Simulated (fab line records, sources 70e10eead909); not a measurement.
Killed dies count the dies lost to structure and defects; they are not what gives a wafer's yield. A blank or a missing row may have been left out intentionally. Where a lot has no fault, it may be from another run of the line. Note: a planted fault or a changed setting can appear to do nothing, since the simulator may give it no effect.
Chamber matching | flow nandHarc | NHARC_P_GATE_ETCH_32 on rieSi-01 has 4 sister chambers
The step etches the open film in HBr/Cl2, target depth 150 nm, time 100.1 s. 4 wafers are shown with their chamber, then 12 later ones without.

WAFERS, EACH WITH ITS CHAMBER
wafer  | chamber | drypumpMotorCurrentA (A)
L082.1 | 3       | 5.6
L090.1 | 1       | 5.6
L089.3 | 0       | 5.7
L089.6 | 2       | 5.2

WAFERS MISSING THEIR CHAMBER
wafer  | drypumpMotorCurrentA (A)
L093.1 | 5.6
L093.3 | 5.3
L093.6 | 5.2
L094.2 | 5.2
L094.4 | 5.6
L094.5 | 5.6
L096.1 | 5.2
L096.2 | 5.6
L096.6 | 5.6
L097.3 | 5.6
L097.4 | 5.6
L097.6 | 5.6

EACH ONE'S CHAMBER
wafer  | from the rows above     | in truth
L093.1 | can't be placed: 1 or 3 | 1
L093.3 | 2                       | 2
L093.6 | 2                       | 2
L094.2 | 2                       | 2
L094.4 | can't be placed: 1 or 3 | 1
L094.5 | can't be placed: 1 or 3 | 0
L096.1 | 2                       | 2
L096.2 | can't be placed: 1 or 3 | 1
L096.6 | can't be placed: 1 or 3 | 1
L097.3 | can't be placed: 1 or 3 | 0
L097.4 | can't be placed: 1 or 3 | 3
L097.6 | can't be placed: 1 or 3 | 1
Correctly placed: 4 of 12. These rows do not allow placing 8 (true chamber among the candidates in 6). 0 placed wrongly.
How it was worked out, from the rows above alone: a wafer's distance from a chamber is the root of the sum, over the readings, of the square of ((its reading less the chamber's mean) divided by the reading's scatter). If the next closest chamber is less than 2 further off than the closest, the wafer can't be placed; otherwise it belongs to the closest. For every chamber, the mean is computed from those of its wafers that are shown. The scatter: with one shown wafer a chamber, the root of the mean of the squares of how far each hidden wafer lies from its nearest shown one.
